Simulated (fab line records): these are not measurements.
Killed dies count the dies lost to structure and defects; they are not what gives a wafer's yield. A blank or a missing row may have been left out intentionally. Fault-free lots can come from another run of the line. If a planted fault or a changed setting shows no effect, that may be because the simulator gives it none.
Matching of chambers | flow nand_harc | NHARC_P_BONDPAD_ACTIVATE_29 on rie_diel-08 has 4 sister chambers
The step chemistry N2, time 60 s. 19 wafers are shown with their chamber, then 9 later ones without.

== WAFERS, EACH WITH ITS CHAMBER ==
wafer  | chamber | drypump_motor_current_A (A) | oes_product_au (a.u.) | rf_vpp_V (V)
L435.2 | 0       | 5.8                         | 1.001                 | 64.3
L435.4 | 2       | 6.0                         | 0.998                 | 63.8
L435.6 | 2       | 6.0                         | 1.008                 | 64.0
L436.2 | 3       | 5.9                         | 0.981                 | 63.5
L436.3 | 0       | 5.8                         | 1.000                 | 64.7
L436.5 | 1       | 6.8                         | 0.999                 | 63.1
L437.2 | 0       | 5.9                         | 1.013                 | 62.9
L437.3 | 3       | 5.9                         | 0.994                 | 64.3
L437.6 | 2       | 6.0                         | 1.005                 | 64.9
L438.2 | 1       | 6.8                         | 0.998                 | 65.5
L438.3 | 0       | 5.8                         | 1.012                 | 64.5
L438.5 | 3       | 5.9                         | 0.989                 | 63.6
L443.2 | 0       | 5.8                         | 0.999                 | 64.7
L443.3 | 1       | 6.8                         | 0.999                 | 62.8
L443.6 | 0       | 5.8                         | 1.012                 | 64.7
L449.2 | 1       | 6.8                         | 0.985                 | 63.0
L449.5 | 3       | 5.9                         | 0.986                 | 64.0
L449.6 | 0       | 5.8                         | 0.997                 | 64.4
L448.1 | 0       | 5.8                         | 1.006                 | 65.5

SIGNATURES (means of the wafers above)
reading                 | chamber 0 | chamber 1 | chamber 2 | chamber 3 | scatter within a chamber
drypump_motor_current_A | 5.812     | 6.800     | 6.000     | 5.900     | 0.0242
oes_product_au          | 1.00500   | 0.99525   | 1.00367   | 0.98750   | 0.00625
rf_vpp_V                | 64.463    | 63.600    | 64.233    | 63.850    | 0.803
Rule: a wafer's distance from a chamber is the root of the sum, over the readings, of the square of ((its reading less the chamber's mean) divided by the reading's scatter). The wafer belongs to the nearest chamber; if the next one is less than 2 further off, it can't be placed. How the scatter is found: for the shown wafers, subtract from each reading the mean of its chamber, square and add these, divide the total by (wafers less chambers), then take the root.

== WAFERS WITHOUT THEIR CHAMBER ==
wafer  | drypump_motor_current_A (A) | oes_product_au (a.u.) | rf_vpp_V (V)
L448.3 | 6.0                         | 0.988                 | 63.9
L448.6 | 6.0                         | 0.985                 | 64.0
L447.1 | 6.0                         | 0.996                 | 64.8
L447.3 | 5.9                         | 0.996                 | 63.5
L447.4 | 6.8                         | 0.986                 | 63.7
L456.4 | 5.8                         | 1.008                 | 64.5
L456.6 | 5.8                         | 1.006                 | 65.3
L458.5 | 5.8                         | 1.010                 | 63.9
L458.6 | 6.8                         | 0.995                 | 65.2

== CHAMBER TAKEN BY EACH ==
wafer  | from the rows above     | in truth
L448.3 | can't be placed: 2 or 3 | 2
L448.6 | can't be placed: 2 or 3 | 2
L447.1 | 2                       | 2
L447.3 | 3                       | 3
L447.4 | 1                       | 1
L456.4 | 0                       | 0
L456.6 | 0                       | 0
L458.5 | 0                       | 0
L458.6 | 1                       | 1
Placed correctly: 7 of 9. From these rows, 2 cannot be placed; in 2 the true chamber is one of the candidates. Number placed wrongly: 0.
